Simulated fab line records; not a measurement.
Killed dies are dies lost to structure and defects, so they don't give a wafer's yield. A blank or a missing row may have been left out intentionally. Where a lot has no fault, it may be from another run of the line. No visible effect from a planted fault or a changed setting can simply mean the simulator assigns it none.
A lot that was struck, set against a sound lot | flow nand harc | 13 steps out of a route of 1302
Sound: these wafers, L856.3, L856.4, L856.5. Wafers L841.1, L841.2, L841.3 were the ones struck. The cause is given at the end.
Order at every step that has rows: each side's tool, ch and its chambers, its first start. Under that, the readings that differ: sound wafers | struck wafers | difference of the means | sigmas: that difference in standard deviations of wafers without a fault.
alike: readings whose means differ by less than 2 such deviations, and words and numbers that are the same on both sides. not compared: withheld readings, readings that some wafer has no value for, bounds like >300 that may hide the same value, and numbers for which the record gives no deviation and whose values overlap.
Wherever a step has rows on one side only, a row that says differs or no value, or a row with sigmas, the two part there. When numbers do not overlap yet have no deviation, they are printed without sigmas and do not part them. A reading missing from all wafers of one side parts the sides only when that side holds two or more wafers.

first, 1 step without rows for these wafers: NHARC_P_BONDPAD_SRD_31 (time 30 s, dry time 20 s).
NHARC_A_START_INSPECT_01:
  sound on defect inspect-01, day 15 16:19; struck on defect inspect-01, day 9 14:05
  alike: raw defect count
then, 10 steps without rows for these wafers: NHARC_A_ZERO_WELL_PRECLEAN_00 (cleans in SPM, time 600 s); NHARC_A_ZERO_WELL_SRD_01; NHARC_A_ZERO_WELL_DEHYDRATE_02 (time 120 s); NHARC_A_ZERO_WELL_HMDS_03 (time 30 s); NHARC_A_ZERO_WELL_COAT_18 (time 65 s); NHARC_A_ZERO_WELL_COAT_04 (resist thk 600 nm); NHARC_A_ZERO_WELL_SOFTBAKE_05 (time 70 s); NHARC_A_ZERO_WELL_EBR_06; NHARC_A_ZERO_WELL_EXPOSE_07 (exposes mask A ZERO); NHARC_A_ZERO_WELL_PEB_08 (peb time 80 s).
NHARC_A_ZERO_WELL_DEVELOP_09: time 50 s.
  struck on litho track-02, day 9 14:00; sound on litho track-05 ch 0, day 15 17:00
  no value came back on the struck wafers for chill plate temp C (C), developer temp C (C), exhaust pa (Pa); on the sound wafers chill plate temp C (C) reads 23.05 23.02 22.98

WHERE THEY PART
Only at NHARC_A_ZERO_WELL_DEVELOP_09, within this record.

WHY: whatever the simulator had introduced
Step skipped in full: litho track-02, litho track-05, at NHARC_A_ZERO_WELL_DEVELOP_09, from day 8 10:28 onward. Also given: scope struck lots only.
